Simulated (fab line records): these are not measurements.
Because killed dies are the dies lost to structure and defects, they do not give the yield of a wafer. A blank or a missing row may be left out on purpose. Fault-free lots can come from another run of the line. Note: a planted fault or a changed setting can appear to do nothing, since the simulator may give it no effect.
fab line records / flow nandHarc
record lots=14 wafers=42 lastDay=25
route steps=1159 shown A_M0@1014 A_M1@1048 A_BONDPAD@1061
lots with no fault: from the same line, run without faults
startH: start of the lot's first displayed wafer, in hours after the record's first day / waitH: hours since the lot's step before / " repeats the value in the row above / L1.1+2: a row that stands for several wafers / - either no value or no given start / * or withheld: withheld / < > ~ a bound
route shown NAME@n: names a module that has steps shown in the file, with the first one's number in the route / usual: the fault-free wafers' mean and standard deviation / same: alike in all rows / chamber/n: place in a boat / sites: the reading at each site / _std_site: standard deviation across them / _edge_site: outer sites' mean less inner sites' / radiusMm: how far each site lies from the wafer's centre / mask NAME#n: copy n / behind: tool/chamber where the wafer was last shaped / hold: reason for holding the lot/hours on hold/outcome of the hold / device: the n, p or np transistor that did not switch / end of line: the same wafers' tests at the end of the route / where a step has no rows: the recipe by itself / killed: not the wafer's yield, but the dies lost to structure and defects at the first sort / map: the dies of a wafer, with x for killed, . for not killed, _ for no die there
set.NAME: the setting as run; set.NAME@STEP: as run at that earlier step / model.NAME: the simulator's own value behind a step, which no gauge read
steps of the route over a sample of lots; a table a step, a row a wafer
services: the hour from which a tool's chamber was out of use, counted from the record's first day as startH (under 0 if before that day), plus the number of hours and why
## steps
# step NHARC_A_M0_PRE_CLEAN_29
# recipe timeS=30 tempC=280 gas=H2/He
# usual heaterPowerW=434/48
# same timeS=30
lot.wafer=L237.4 tool=pvdSputter-01 chamber=- startH=- waitH=- heaterPowerW=450
lot.wafer=L237.2 tool=pvdSputter-01 chamber=- startH=- waitH=- heaterPowerW=400
lot.wafer=L237.1 tool=pvdSputter-01 chamber=- startH=- waitH=- heaterPowerW=395
lot.wafer=L236.3 tool=pvdSputter-03 chamber=- startH=- waitH=- heaterPowerW=466
lot.wafer=L236.4 tool=pvdSputter-03 chamber=- startH=- waitH=- heaterPowerW=449
lot.wafer=L236.6 tool=pvdSputter-03 chamber=- startH=- waitH=- heaterPowerW=465
lot.wafer=L238.3 tool=pvdSputter-03 chamber=- startH=- waitH=- heaterPowerW=467
lot.wafer=L238.1 tool=pvdSputter-03 chamber=- startH=- waitH=- heaterPowerW=460
lot.wafer=L238.2 tool=pvdSputter-03 chamber=- startH=- waitH=- heaterPowerW=429
lot.wafer=L235.2 tool=pvdSputter-01 chamber=- startH=- waitH=- heaterPowerW=453
lot.wafer=L235.5 tool=pvdSputter-01 chamber=- startH=- waitH=- heaterPowerW=442
lot.wafer=L235.6 tool=pvdSputter-01 chamber=- startH=- waitH=- heaterPowerW=420
lot.wafer=L239.4 tool=pvdSputter-01 chamber=- startH=- waitH=- heaterPowerW=403
lot.wafer=L239.2 tool=pvdSputter-01 chamber=- startH=- waitH=- heaterPowerW=440
lot.wafer=L239.6 tool=pvdSputter-01 chamber=- startH=- waitH=- heaterPowerW=420
lot.wafer=L240.1 tool=pvdSputter-03 chamber=- startH=- waitH=- heaterPowerW=439
lot.wafer=L240.4 tool=pvdSputter-03 chamber=- startH=- waitH=- heaterPowerW=470
lot.wafer=L240.2 tool=pvdSputter-03 chamber=- startH=- waitH=- heaterPowerW=465
lot.wafer=L242.4 tool=pvdSputter-03 chamber=- startH=- waitH=- heaterPowerW=476
lot.wafer=L242.3 tool=pvdSputter-03 chamber=- startH=- waitH=- heaterPowerW=459
lot.wafer=L242.6 tool=pvdSputter-03 chamber=- startH=- waitH=- heaterPowerW=436
lot.wafer=L241.1 tool=pvdSputter-02 chamber=- startH=- waitH=- heaterPowerW=547
lot.wafer=L241.4 tool=pvdSputter-02 chamber=- startH=- waitH=- heaterPowerW=378
lot.wafer=L241.2 tool=pvdSputter-02 chamber=- startH=- waitH=- heaterPowerW=407
lot.wafer=L249.1 tool=pvdSputter-03 chamber=- startH=- waitH=- heaterPowerW=446
lot.wafer=L249.6 tool=pvdSputter-03 chamber=- startH=- waitH=- heaterPowerW=450
lot.wafer=L249.5 tool=pvdSputter-03 chamber=- startH=- waitH=- heaterPowerW=446
lot.wafer=L246.4 tool=pvdSputter-02 chamber=- startH=- waitH=- heaterPowerW=325
lot.wafer=L246.5 tool=pvdSputter-02 chamber=- startH=- waitH=- heaterPowerW=559
lot.wafer=L246.6 tool=pvdSputter-02 chamber=- startH=- waitH=- heaterPowerW=386
lot.wafer=L252.2 tool=pvdSputter-03 chamber=- startH=- waitH=- heaterPowerW=506
lot.wafer=L252.1 tool=pvdSputter-03 chamber=- startH=- waitH=- heaterPowerW=423
lot.wafer=L252.5 tool=pvdSputter-03 chamber=- startH=- waitH=- heaterPowerW=450
lot.wafer=L256.2 tool=pvdSputter-03 chamber=- startH=- waitH=- heaterPowerW=455
lot.wafer=L256.1 tool=pvdSputter-03 chamber=- startH=- waitH=- heaterPowerW=441
lot.wafer=L256.5 tool=pvdSputter-03 chamber=- startH=- waitH=- heaterPowerW=451
lot.wafer=L255.4 tool=pvdSputter-02 chamber=- startH=- waitH=- heaterPowerW=410
lot.wafer=L255.3 tool=pvdSputter-02 chamber=- startH=- waitH=- heaterPowerW=331
lot.wafer=L255.5 tool=pvdSputter-02 chamber=- startH=- waitH=- heaterPowerW=401
lot.wafer=L257.3 tool=pvdSputter-02 chamber=- startH=- waitH=- heaterPowerW=558
lot.wafer=L257.2 tool=pvdSputter-02 chamber=- startH=- waitH=- heaterPowerW=386
lot.wafer=L257.1 tool=pvdSputter-02 chamber=- startH=- waitH=- heaterPowerW=403
# step NHARC_A_M0_THK_MEAS_24
# recipe thkMeasGauge=xrf
# usual thkNm=114.0/1.4
lot.wafer=L237.1 tool=filmMetro-01 chamber=- startH=401.51 waitH=- thkNm=112.8
lot.wafer=L237.2 tool=filmMetro-01 chamber=- startH=401.51 waitH=- thkNm=114.0
lot.wafer=L237.4 tool=filmMetro-01 chamber=- startH=401.51 waitH=- thkNm=110.8
lot.wafer=L236.3 tool=filmMetro-01 chamber=- startH=404.70 waitH=- thkNm=115.4
lot.wafer=L236.4 tool=filmMetro-01 chamber=- startH=404.70 waitH=- thkNm=113.5
lot.wafer=L236.6 tool=filmMetro-01 chamber=- startH=404.70 waitH=- thkNm=112.6
lot.wafer=L238.1 tool=filmMetro-02 chamber=- startH=414.27 waitH=- thkNm=114.2
lot.wafer=L238.2 tool=filmMetro-02 chamber=- startH=414.27 waitH=- thkNm=114.7
lot.wafer=L238.3 tool=filmMetro-02 chamber=- startH=414.27 waitH=- thkNm=114.0
lot.wafer=L235.2 tool=filmMetro-02 chamber=- startH=414.85 waitH=- thkNm=114.2
lot.wafer=L235.5 tool=filmMetro-02 chamber=- startH=414.85 waitH=- thkNm=114.7
lot.wafer=L235.6 tool=filmMetro-02 chamber=- startH=414.85 waitH=- thkNm=114.8
lot.wafer=L239.2 tool=filmMetro-01 chamber=- startH=415.56 waitH=- thkNm=115.7
lot.wafer=L239.4 tool=filmMetro-01 chamber=- startH=415.56 waitH=- thkNm=114.1
lot.wafer=L239.6 tool=filmMetro-01 chamber=- startH=415.56 waitH=- thkNm=113.1
lot.wafer=L240.1 tool=filmMetro-01 chamber=- startH=418.85 waitH=- thkNm=114.9
lot.wafer=L240.2 tool=filmMetro-01 chamber=- startH=418.85 waitH=- thkNm=114.6
lot.wafer=L240.4 tool=filmMetro-01 chamber=- startH=418.85 waitH=- thkNm=115.0
lot.wafer=L242.3 tool=filmMetro-02 chamber=- startH=448.39 waitH=- thkNm=111.1
lot.wafer=L242.4 tool=filmMetro-02 chamber=- startH=448.39 waitH=- thkNm=112.8
lot.wafer=L242.6 tool=filmMetro-02 chamber=- startH=448.39 waitH=- thkNm=114.0
lot.wafer=L241.1 tool=filmMetro-01 chamber=- startH=463.34 waitH=- thkNm=117.1
lot.wafer=L241.2 tool=filmMetro-01 chamber=- startH=463.34 waitH=- thkNm=113.7
lot.wafer=L241.4 tool=filmMetro-01 chamber=- startH=463.34 waitH=- thkNm=114.9
lot.wafer=L249.1 tool=filmMetro-02 chamber=- startH=470.44 waitH=- thkNm=113.6
lot.wafer=L249.5 tool=filmMetro-02 chamber=- startH=470.44 waitH=- thkNm=114.0
lot.wafer=L249.6 tool=filmMetro-02 chamber=- startH=470.44 waitH=- thkNm=114.3
lot.wafer=L246.4 tool=filmMetro-02 chamber=- startH=470.79 waitH=- thkNm=113.3
lot.wafer=L246.5 tool=filmMetro-02 chamber=- startH=470.79 waitH=- thkNm=112.9
lot.wafer=L246.6 tool=filmMetro-02 chamber=- startH=470.79 waitH=- thkNm=111.8
lot.wafer=L252.1 tool=filmMetro-01 chamber=- startH=505.96 waitH=- thkNm=115.1
lot.wafer=L252.2 tool=filmMetro-01 chamber=- startH=505.96 waitH=- thkNm=113.4
lot.wafer=L252.5 tool=filmMetro-01 chamber=- startH=505.96 waitH=- thkNm=115.3
lot.wafer=L256.1 tool=filmMetro-01 chamber=- startH=521.84 waitH=- thkNm=113.4
lot.wafer=L256.2 tool=filmMetro-01 chamber=- startH=521.84 waitH=- thkNm=116.3
lot.wafer=L256.5 tool=filmMetro-01 chamber=- startH=521.84 waitH=- thkNm=115.0
lot.wafer=L255.3 tool=filmMetro-01 chamber=- startH=523.32 waitH=- thkNm=114.1
lot.wafer=L255.4 tool=filmMetro-01 chamber=- startH=523.32 waitH=- thkNm=113.9
lot.wafer=L255.5 tool=filmMetro-01 chamber=- startH=523.32 waitH=- thkNm=113.9
lot.wafer=L257.1 tool=filmMetro-01 chamber=- startH=534.06 waitH=- thkNm=114.8
lot.wafer=L257.2 tool=filmMetro-01 chamber=- startH=534.06 waitH=- thkNm=115.7
lot.wafer=L257.3 tool=filmMetro-01 chamber=- startH=534.06 waitH=- thkNm=114.0
# step NHARC_A_M1_PVD_20
# recipe targetThkA=50 biasV=168.6 powerW=15000 chamberPressurePa=0.12 timeS=8.06 substrateTempC=50 material=TaN
# usual biasV=168.5/1.7 cathodeDcPowerW=15000/2.9 throttleValvePct=29.7/0.9 timeS=8.06/0
lot.wafer=L237.4 tool=pvdSputter-02 chamber=- startH=404.41 waitH=- biasV=169.6 cathodeDcPowerW=14999 throttleValvePct=30.9 timeS=8.06
lot.wafer=L237.1 tool=pvdSputter-02 chamber=- startH=404.41 waitH=- biasV=167.2 cathodeDcPowerW=15001 throttleValvePct=28.4 timeS=8.06
lot.wafer=L237.2 tool=pvdSputter-02 chamber=- startH=404.41 waitH=- biasV=169.5 cathodeDcPowerW=15005 throttleValvePct=30.7 timeS=8.06
lot.wafer=L236.4 tool=pvdSputter-03 chamber=- startH=407.51 waitH=- biasV=168.9 cathodeDcPowerW=14997 throttleValvePct=29.9 timeS=8.06
lot.wafer=L236.3 tool=pvdSputter-03 chamber=- startH=407.51 waitH=- biasV=168.7 cathodeDcPowerW=15000 throttleValvePct=30.0 timeS=8.06
lot.wafer=L236.6 tool=pvdSputter-03 chamber=- startH=407.51 waitH=- biasV=168.8 cathodeDcPowerW=14999 throttleValvePct=28.6 timeS=8.06
lot.wafer=L238.3 tool=pvdSputter-02 chamber=- startH=417.23 waitH=- biasV=169.8 cathodeDcPowerW=15002 throttleValvePct=30.6 timeS=8.06
lot.wafer=L238.1 tool=pvdSputter-02 chamber=- startH=417.23 waitH=- biasV=166.7 cathodeDcPowerW=14996 throttleValvePct=28.1 timeS=8.06
lot.wafer=L238.2 tool=pvdSputter-02 chamber=- startH=417.23 waitH=- biasV=168.5 cathodeDcPowerW=14998 throttleValvePct=30.8 timeS=8.06
lot.wafer=L235.2 tool=pvdSputter-02 chamber=- startH=417.96 waitH=- biasV=165.4 cathodeDcPowerW=15001 throttleValvePct=28.3 timeS=8.06
lot.wafer=L235.5 tool=pvdSputter-02 chamber=- startH=417.96 waitH=- biasV=169.9 cathodeDcPowerW=15000 throttleValvePct=30.9 timeS=8.06
lot.wafer=L235.6 tool=pvdSputter-02 chamber=- startH=417.96 waitH=- biasV=170.1 cathodeDcPowerW=15002 throttleValvePct=28.4 timeS=8.06
lot.wafer=L239.2 tool=pvdSputter-01 chamber=- startH=418.88 waitH=- biasV=169.0 cathodeDcPowerW=15010 throttleValvePct=28.2 timeS=8.06
lot.wafer=L239.4 tool=pvdSputter-01 chamber=- startH=418.88 waitH=- biasV=168.4 cathodeDcPowerW=15000 throttleValvePct=29.7 timeS=8.06
lot.wafer=L239.6 tool=pvdSputter-01 chamber=- startH=418.88 waitH=- biasV=168.6 cathodeDcPowerW=15000 throttleValvePct=28.3 timeS=8.06
lot.wafer=L240.2 tool=pvdSputter-02 chamber=- startH=421.83 waitH=- biasV=168.1 cathodeDcPowerW=15003 throttleValvePct=30.7 timeS=8.06
lot.wafer=L240.4 tool=pvdSputter-02 chamber=- startH=421.83 waitH=- biasV=169.1 cathodeDcPowerW=14998 throttleValvePct=30.8 timeS=8.06
lot.wafer=L240.1 tool=pvdSputter-02 chamber=- startH=421.83 waitH=- biasV=169.5 cathodeDcPowerW=15000 throttleValvePct=30.7 timeS=8.06
lot.wafer=L242.4 tool=pvdSputter-01 chamber=- startH=451.26 waitH=- biasV=169.4 cathodeDcPowerW=15001 throttleValvePct=28.5 timeS=8.06
lot.wafer=L242.3 tool=pvdSputter-01 chamber=- startH=451.26 waitH=- biasV=165.1 cathodeDcPowerW=14999 throttleValvePct=29.1 timeS=8.06
lot.wafer=L242.6 tool=pvdSputter-01 chamber=- startH=451.26 waitH=- biasV=169.2 cathodeDcPowerW=15000 throttleValvePct=29.8 timeS=8.06
lot.wafer=L241.1 tool=pvdSputter-01 chamber=- startH=466.21 waitH=- biasV=168.9 cathodeDcPowerW=15004 throttleValvePct=28.5 timeS=8.06
lot.wafer=L241.4 tool=pvdSputter-01 chamber=- startH=466.21 waitH=- biasV=169.7 cathodeDcPowerW=15007 throttleValvePct=29.7 timeS=8.06
lot.wafer=L241.2 tool=pvdSputter-01 chamber=- startH=466.21 waitH=- biasV=167.0 cathodeDcPowerW=14994 throttleValvePct=29.4 timeS=8.06
lot.wafer=L249.1 tool=pvdSputter-02 chamber=- startH=473.32 waitH=- biasV=- cathodeDcPowerW=- throttleValvePct=- timeS=-
lot.wafer=L249.5 tool=pvdSputter-02 chamber=- startH=473.32 waitH=- biasV=- cathodeDcPowerW=- throttleValvePct=- timeS=-
lot.wafer=L249.6 tool=pvdSputter-02 chamber=- startH=473.32 waitH=- biasV=- cathodeDcPowerW=- throttleValvePct=- timeS=-
lot.wafer=L246.4 tool=pvdSputter-01 chamber=- startH=473.75 waitH=- biasV=- cathodeDcPowerW=- throttleValvePct=- timeS=-
lot.wafer=L246.5 tool=pvdSputter-01 chamber=- startH=473.75 waitH=- biasV=- cathodeDcPowerW=- throttleValvePct=- timeS=-
lot.wafer=L246.6 tool=pvdSputter-01 chamber=- startH=473.75 waitH=- biasV=- cathodeDcPowerW=- throttleValvePct=- timeS=-
lot.wafer=L252.2 tool=pvdSputter-03 chamber=- startH=508.84 waitH=- biasV=164.6 cathodeDcPowerW=14999 throttleValvePct=30.4 timeS=8.06
lot.wafer=L252.1 tool=pvdSputter-03 chamber=- startH=508.84 waitH=- biasV=165.4 cathodeDcPowerW=14997 throttleValvePct=29.6 timeS=8.06
lot.wafer=L252.5 tool=pvdSputter-03 chamber=- startH=508.84 waitH=- biasV=169.5 cathodeDcPowerW=15000 throttleValvePct=29.3 timeS=8.06
lot.wafer=L256.2 tool=pvdSputter-02 chamber=- startH=524.85 waitH=- biasV=168.5 cathodeDcPowerW=15002 throttleValvePct=28.5 timeS=8.06
lot.wafer=L256.1 tool=pvdSputter-02 chamber=- startH=524.85 waitH=- biasV=168.7 cathodeDcPowerW=15001 throttleValvePct=30.7 timeS=8.06
lot.wafer=L256.5 tool=pvdSputter-02 chamber=- startH=524.85 waitH=- biasV=170.5 cathodeDcPowerW=14999 throttleValvePct=28.4 timeS=8.06
lot.wafer=L255.3 tool=pvdSputter-03 chamber=- startH=526.88 waitH=- biasV=167.8 cathodeDcPowerW=15000 throttleValvePct=29.7 timeS=8.06
lot.wafer=L255.4 tool=pvdSputter-03 chamber=- startH=526.88 waitH=- biasV=167.5 cathodeDcPowerW=15002 throttleValvePct=29.2 timeS=8.06
lot.wafer=L255.5 tool=pvdSputter-03 chamber=- startH=526.88 waitH=- biasV=167.6 cathodeDcPowerW=14998 throttleValvePct=29.6 timeS=8.06
lot.wafer=L257.2 tool=pvdSputter-02 chamber=- startH=536.96 waitH=- biasV=165.6 cathodeDcPowerW=14999 throttleValvePct=31.0 timeS=8.06
lot.wafer=L257.3 tool=pvdSputter-02 chamber=- startH=536.96 waitH=- biasV=168.7 cathodeDcPowerW=15007 throttleValvePct=30.3 timeS=8.06
lot.wafer=L257.1 tool=pvdSputter-02 chamber=- startH=536.96 waitH=- biasV=170.6 cathodeDcPowerW=15004 throttleValvePct=28.3 timeS=8.06
# step NHARC_A_BONDPAD_THK_MEAS_30
# recipe thkMeasGauge=ellipsometry
# usual thkNm=200.0/1.3
lot.wafer=L237.1 tool=filmMetro-01 chamber=- startH=407.23 waitH=0.2 thkNm=200.7
lot.wafer=L237.2 tool=filmMetro-01 chamber=- startH=407.23 waitH=0.2 thkNm=200.2
lot.wafer=L237.4 tool=filmMetro-01 chamber=- startH=407.23 waitH=0.2 thkNm=200.2
lot.wafer=L236.3 tool=filmMetro-02 chamber=- startH=410.29 waitH=0.2 thkNm=200.2
lot.wafer=L236.4 tool=filmMetro-02 chamber=- startH=410.29 waitH=0.2 thkNm=199.2
lot.wafer=L236.6 tool=filmMetro-02 chamber=- startH=410.29 waitH=0.2 thkNm=200.0
lot.wafer=L238.1 tool=filmMetro-01 chamber=- startH=420.18 waitH=0.2 thkNm=198.2
lot.wafer=L238.2 tool=filmMetro-01 chamber=- startH=420.18 waitH=0.2 thkNm=200.2
lot.wafer=L238.3 tool=filmMetro-01 chamber=- startH=420.18 waitH=0.2 thkNm=200.2
lot.wafer=L235.2 tool=filmMetro-02 chamber=- startH=420.80 waitH=0.2 thkNm=199.2
lot.wafer=L235.5 tool=filmMetro-02 chamber=- startH=420.80 waitH=0.2 thkNm=199.9
lot.wafer=L235.6 tool=filmMetro-02 chamber=- startH=420.80 waitH=0.2 thkNm=199.6
lot.wafer=L239.2 tool=filmMetro-01 chamber=- startH=421.79 waitH=0.2 thkNm=197.8
lot.wafer=L239.4 tool=filmMetro-01 chamber=- startH=421.79 waitH=0.2 thkNm=200.0
lot.wafer=L239.6 tool=filmMetro-01 chamber=- startH=421.79 waitH=0.2 thkNm=200.3
lot.wafer=L240.1 tool=filmMetro-01 chamber=- startH=424.76 waitH=0.2 thkNm=201.1
lot.wafer=L240.2 tool=filmMetro-01 chamber=- startH=424.76 waitH=0.2 thkNm=199.7
lot.wafer=L240.4 tool=filmMetro-01 chamber=- startH=424.76 waitH=0.2 thkNm=201.5
lot.wafer=L242.3 tool=filmMetro-02 chamber=- startH=454.09 waitH=0.2 thkNm=199.7
lot.wafer=L242.4 tool=filmMetro-02 chamber=- startH=454.09 waitH=0.2 thkNm=197.3
lot.wafer=L242.6 tool=filmMetro-02 chamber=- startH=454.09 waitH=0.2 thkNm=200.2
lot.wafer=L241.1 tool=filmMetro-02 chamber=- startH=469.08 waitH=0.2 thkNm=198.7
lot.wafer=L241.2 tool=filmMetro-02 chamber=- startH=469.08 waitH=0.2 thkNm=199.5
lot.wafer=L241.4 tool=filmMetro-02 chamber=- startH=469.08 waitH=0.2 thkNm=202.4
lot.wafer=L252.1 tool=filmMetro-01 chamber=- startH=511.63 waitH=0.1 thkNm=199.8
lot.wafer=L252.2 tool=filmMetro-01 chamber=- startH=511.63 waitH=0.1 thkNm=199.1
lot.wafer=L252.5 tool=filmMetro-01 chamber=- startH=511.63 waitH=0.1 thkNm=197.4
lot.wafer=L256.1 tool=filmMetro-01 chamber=- startH=528.08 waitH=0.2 thkNm=200.4
lot.wafer=L256.2 tool=filmMetro-01 chamber=- startH=528.08 waitH=0.2 thkNm=199.0
lot.wafer=L256.5 tool=filmMetro-01 chamber=- startH=528.08 waitH=0.2 thkNm=200.4
lot.wafer=L255.3 tool=filmMetro-01 chamber=- startH=529.76 waitH=0.2 thkNm=201.1
lot.wafer=L255.4 tool=filmMetro-01 chamber=- startH=529.76 waitH=0.2 thkNm=198.0
lot.wafer=L255.5 tool=filmMetro-01 chamber=- startH=529.76 waitH=0.2 thkNm=199.1
lot.wafer=L257.1 tool=filmMetro-02 chamber=- startH=539.75 waitH=0.2 thkNm=202.1
lot.wafer=L257.2 tool=filmMetro-02 chamber=- startH=539.75 waitH=0.2 thkNm=200.0
lot.wafer=L257.3 tool=filmMetro-02 chamber=- startH=539.75 waitH=0.2 thkNm=201.2
## services
tool=pvdSputter-02 chamber=- startH=392.01 hours=10.0 kind=pm
tool=pvdSputter-03 chamber=- startH=458.04 hours=10.0 kind=pm
tool=pvdSputter-02 chamber=- startH=473.60 hours=1.8 kind=repair
tool=pvdSputter-01 chamber=- startH=514.00 hours=10.0 kind=pm
## key
firstSign step=NHARC_A_M1_PVD_20 reading=toolRecord direction=missing
effect none on later readings
metAt NHARC_A_M1_PVD_20
struckLots L246,L249
laterRowsLeftOut L246.4,L246.5,L246.6,L249.1,L249.5,L249.6
sortLeftOut L246.4,L246.5,L246.6,L249.1,L249.5,L249.6
notActingAt NHARC_A_M0_PRE_CLEAN_29,NHARC_A_M0_THK_MEAS_24,NHARC_A_BONDPAD_THK_MEAS_30
onsetBetween 466.21 473.32
fault kind=skippedStepWhole tool=pvdSputter-01,pvdSputter-02 chamber=- onsetH=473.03 steps=NHARC_A_M1_PVD_20 scope=struckLotsOnly
# sortLeftOut: the simulated sort isn't trusted on such a fault, so these wafers' sort isn't shown, and their yield isn't known
# laterRowsLeftOut: the simulator's readings of these wafers behind a module that went badly wrong aren't trusted and aren't shown, but for the sort
